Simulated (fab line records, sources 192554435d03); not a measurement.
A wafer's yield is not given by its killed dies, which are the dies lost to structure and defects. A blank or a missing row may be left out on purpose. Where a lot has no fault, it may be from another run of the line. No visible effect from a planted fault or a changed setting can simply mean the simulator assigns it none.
Lot-split experiment ; flow n5-finfet ; route with 1938 steps; 7 lots, 21 wafers read

ON THE SPLIT
At N5_BEOL_M2_EXPOSE_08 (exposes mask M2), the setting dose-mj was moved away from the recipe's 41.25 on 5 of the 21 wafers read, by -6.1% to +4.4%. All remaining wafers had this setting at the recipe value.

FROM THE SPLIT TO THE READING: what the file shows between them, 2 steps
- N5_BEOL_M2_PEB_09: peb time 60 s
- N5_BEOL_M2_DEVELOP_10: develop time 30 s

THE READING
cd-nm at N5_BEOL_M2_CD_MEAS_11, given in nm (cd target 16.79 nm). Fault-free wafers of this fab line usually give 16.73 nm, standard deviation 0.22 nm.

wafer;tool, chamber at the split;dose-mj as run;against the recipe;cd-nm, nm;against lot-mates on the recipe
L076.2;euv-scanner-02, 0;41.25;recipe;16.66;-
L076.3;euv-scanner-02, 0;41.25;recipe;17.03;-
L076.6;euv-scanner-02, 0;41.25;recipe;16.70;-
L084.1;euv-scanner-01, 0;41.25;recipe;16.83;-
L084.5;euv-scanner-01, 0;41.25;recipe;16.83;-
L084.6;euv-scanner-01, 0;38.75;-6.1%;15.49;-1.34
L088.1;euv-scanner-01, 0;41.25;recipe;16.32;-
L088.4;euv-scanner-01, 0;41.25;recipe;16.74;-
L088.5;euv-scanner-01, 0;41.25;recipe;16.75;-
L089.2;euv-scanner-01, 0;41.25;recipe;17.15;-
L089.5;euv-scanner-01, 0;41.25;recipe;16.69;-
L089.6;euv-scanner-01, 0;41.25;recipe;16.84;-
L090.3;euv-scanner-02, 0;41.25;recipe;16.50;-
L090.5;euv-scanner-02, 0;42.66;+3.4%;17.08;+0.58
L090.6;euv-scanner-02, 0;42.66;+3.4%;17.11;+0.61
L093.2;euv-scanner-02, 0;41.25;recipe;16.94;-
L093.4;euv-scanner-02, 0;41.25;recipe;16.93;-
L093.5;euv-scanner-02, 0;41.25;recipe;16.73;-
L094.2;euv-scanner-01, 0;43.05;+4.4%;17.47;+1.00
L094.4;euv-scanner-01, 0;41.25;recipe;16.47;-
L094.6;euv-scanner-01, 0;43.05;+4.4%;17.22;+0.75

FIT RESULTS
A straight line over all 21 wafers: cd-nm changes by +0.158 nm for each +1% of dose-mj; r = +0.86; the points scatter about the line by 0.21 nm.
The same after taking each lot's own level away (the mean of its wafers on the recipe; 21 wafers): +0.203 nm for each +1%; r = +0.95; scatter 0.14 nm.
That fit puts the effect of the largest move of dose-mj on the reading at 1.2 nm.
Measured against the standard deviation above, the lots' own levels, which go from 16.470 to 16.893 nm, span 1.9 times it.
So the lot-to-lot level changes the slope: the two fits differ.
Check: for one of the wafers moved furthest among these (-6.1%), held out of the fit, the line's prediction against its lot-mates is -1.16 nm. Against them it came out at -1.34 nm.

OTHER SPLITS ON THESE WAFERS
These wafers also went through other splits before the reading. Each is held against what the fit with the lots' levels taken away leaves over:
other split on the same wafers;wafers away from the commonest value;r with cd-nm (lot level and that fit taken away)
N5_BEOL_M0_SAQP_DESCUM_45 time-s;9;-0.01
N5_BEOL_M1_EXPOSE_08 dose-mj;12;+0.00
N5_BEOL_M1_ETCH_64 source-w;8;+0.24

THE WHOLE CHAIN: every reading that the file lists as answering this split, in the file's order
step;what it does;reading;change (the file's fit);r (the file's)
N5_BEOL_M2_CD_MEAS_11;target cd 16.79 nm;cd-nm;+0.208 nm for each +1% of the setting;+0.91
N5_BEOL_M2_ETCH_74;etches underlayer in N2/H2, target depth 6.5 nm, time 5.2 s;BEOL_M2.cd-offset-nm (the simulator's own value, which no gauge read);+0.172 nm for each +1% of the setting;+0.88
N5_BEOL_M2_ETCH_64;etches SOC in N2/H2, target depth 75 nm, overetch 22.5 nm, time 121.9 s;BEOL_M2.cd-offset-nm (the simulator's own value, which no gauge read);+0.209 nm for each +1% of the setting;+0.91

THE FILE'S OWN FIT
cd-nm changes by +0.208 nm for each +1% of dose-mj, r = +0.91.
